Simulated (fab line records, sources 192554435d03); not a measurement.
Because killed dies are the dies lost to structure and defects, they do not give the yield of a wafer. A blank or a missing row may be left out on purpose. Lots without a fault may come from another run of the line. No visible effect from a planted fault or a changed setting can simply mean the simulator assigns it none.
Problem report, 8D (eight disciplines) form, completed by code ; flow n5 finfet ; the parts of the form that need people (team, actions taken, sign-off) are left out

## 1. PROBLEM STATEMENT
At N5_GATE_CUT_ETCH_58, rf fwd power W averages 314.2 W over 2 wafers from 2 lots, while fault-free wafers read 413.3 W, standard deviation 1.3. That is -76 standard deviations from the usual mean.
The step: etches SiNx in CH3F/O2, target depth 17 nm, time 128.6 s.
First observed at day 8 18:39: wafer L232.3, on rie diel-04. The record holds 18 wafers of 6 lots with a number at this step. The rule behind "out" and "out of limits": a value lying over 4 standard deviations away from the usual mean. The rest of the wafers with a number are treated as sound.

## 2. WHAT IT IS AND WHAT IT IS NOT
question;is;is not
which readings at this step;rf fwd power W, rf vpp V;drypump motor current A, oes product au, showerhead plenum p Torr, throttle valve pct
which lots;L232, L233;L225, L227, L234, L235
which wafers of those lots;L232.3, L233.5;L232.2, L232.5, L233.3, L233.4
read on which tools;rie diel-04;rie diel-02, rie diel-06
when;from day 8 18:39;"up to then (8 sound wafers); but 8 sound wafers of L233, L234, L235 came after"

## 3. SUSPECTS, AND WHAT RULES EACH OUT
Counting: a tool at a process step up to the reading stays a suspect if it ran every lot that is out. Sound lots after the first of them don't rule it out here, since some wafers of a struck lot are sound.
- rie metal-02 at N5_GATE_CUT_ETCHBACK_00 (etches W in SF6/Cl2): kept. It ran every lot that is out, first L232 (day 8 18:17).
- rie metal-02 at N5_GATE_CUT_ETCHBACK_30 (etches TiN in Cl2/Ar, target depth 3 nm): kept. It ran every lot that is out, first L232 (day 8 18:29).
- rie metal-02 at N5_GATE_CUT_VAPOR_ETCH_60 (etches HfO2 in BCl3/Cl2): kept. It ran every lot that is out, first L232 (day 8 18:31).
- rie diel-04 at N5_GATE_CUT_ETCH_58 (etches SiNx in CH3F/O2, target depth 17 nm, time 128.6 s): kept. It processed each lot that is out (first: L232, day 8 18:39); up to then, its last sound lot is L227 (day 7 18:56). Out on those wafers are its own readings of rf fwd power W, rf vpp V.
- At N5_GATE_CUT_ETCH_58, inside rie diel-04: chamber 2 took the wafers that are out, while their sound lot-mates went through chambers 0, 1.
Left after counting: rie metal-02 at N5_GATE_CUT_ETCHBACK_00, rie metal-02 at N5_GATE_CUT_ETCHBACK_30, rie metal-02 at N5_GATE_CUT_VAPOR_ETCH_60, rie diel-04 at N5_GATE_CUT_ETCH_58.

## 4. THE CAUSE (what the simulator had put in)
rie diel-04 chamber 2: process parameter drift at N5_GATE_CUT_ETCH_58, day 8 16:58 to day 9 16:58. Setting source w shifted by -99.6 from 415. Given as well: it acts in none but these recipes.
Of the 4 suspects that counting leaves, this tool is one.

## 5. THE CHAIN OF EFFECTS, in route order
Rows list readings where the struck wafers' mean (over those with a number) sits beyond 3 standard deviations from the usual. Scope: only readings with a usual standard deviation given in the record; hours: median across lots of the time from each lot's start at the first step in this table that gives one to its start at this step; sigmas: change in usual standard deviations.
hours;step;reading;usual;on struck wafers;change;sigmas
0;N5_GATE_CUT_ETCH_58;rf fwd power W;413.3 W;314.2;-99.1;-76
0;N5_GATE_CUT_ETCH_58;rf vpp V;99.1 V;109.7;+10.6;+11
Process steps it contains:
- N5_GATE_CUT_ETCH_58: etches SiNx in CH3F/O2, target depth 17 nm, time 128.6 s.
Later steps that measure or inspect, where all struck wafers having a row at the step show a number for every such reading and not one has moved that far: N5_BEOL_M4_RC_MEAS_101.

## 6. WHAT WOULD HAVE CAUGHT IT SOONER
The fault began at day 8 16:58; the first out-of-limits reading in this record came at day 8 18:39, 2 hours later.
